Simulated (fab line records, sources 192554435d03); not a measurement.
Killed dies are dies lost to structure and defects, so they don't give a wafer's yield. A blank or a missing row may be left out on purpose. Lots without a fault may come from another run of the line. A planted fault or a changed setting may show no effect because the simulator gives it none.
Chamber matching | flow n5_finfet | N5_BEOL_M5_ETCH_68 on rie_diel-06: 4 sister chambers
The step etches SOC in N2/H2, target depth 80 nm, overetch 16 nm, time 120 s. 4 wafers are shown with their chamber, then 9 later ones without.

WAFERS WITH THEIR CHAMBER
wafer  | chamber | showerhead_plenum_p_Torr (Torr)
L088.1 | 0       | 2.43
L087.1 | 3       | 2.34
L087.2 | 2       | 2.47
L087.3 | 1       | 2.70

WAFERS WITHOUT THEIR CHAMBER
wafer  | showerhead_plenum_p_Torr (Torr)
L089.1 | 2.70
L089.3 | 2.43
L089.4 | 2.34
L094.1 | 2.34
L094.2 | 2.70
L094.3 | 2.47
L095.3 | 2.42
L095.5 | 2.47
L095.6 | 2.34

WHICH CHAMBER EACH WENT THROUGH
wafer  | from the rows above | in truth
L089.1 | 1                   | 1
L089.3 | 0                   | 0
L089.4 | 3                   | 3
L094.1 | 3                   | 3
L094.2 | 1                   | 1
L094.3 | 2                   | 2
L095.3 | 0                   | 0
L095.5 | 2                   | 2
L095.6 | 3                   | 3
Placed correctly: 9 of 9. Can't be placed from these rows: 0. Placed wrongly: 0.
How it was worked out, from the rows above alone: a wafer's distance from a chamber is the root of the sum, over the readings, of the square of ((its reading less the chamber's mean) divided by the reading's scatter). The wafer belongs to the nearest chamber; if the next one is less than 2 further off, it can't be placed. A chamber's mean is the mean of its shown wafers. The scatter: with one shown wafer a chamber, the root of the mean of the squares of how far each hidden wafer lies from its nearest shown one.
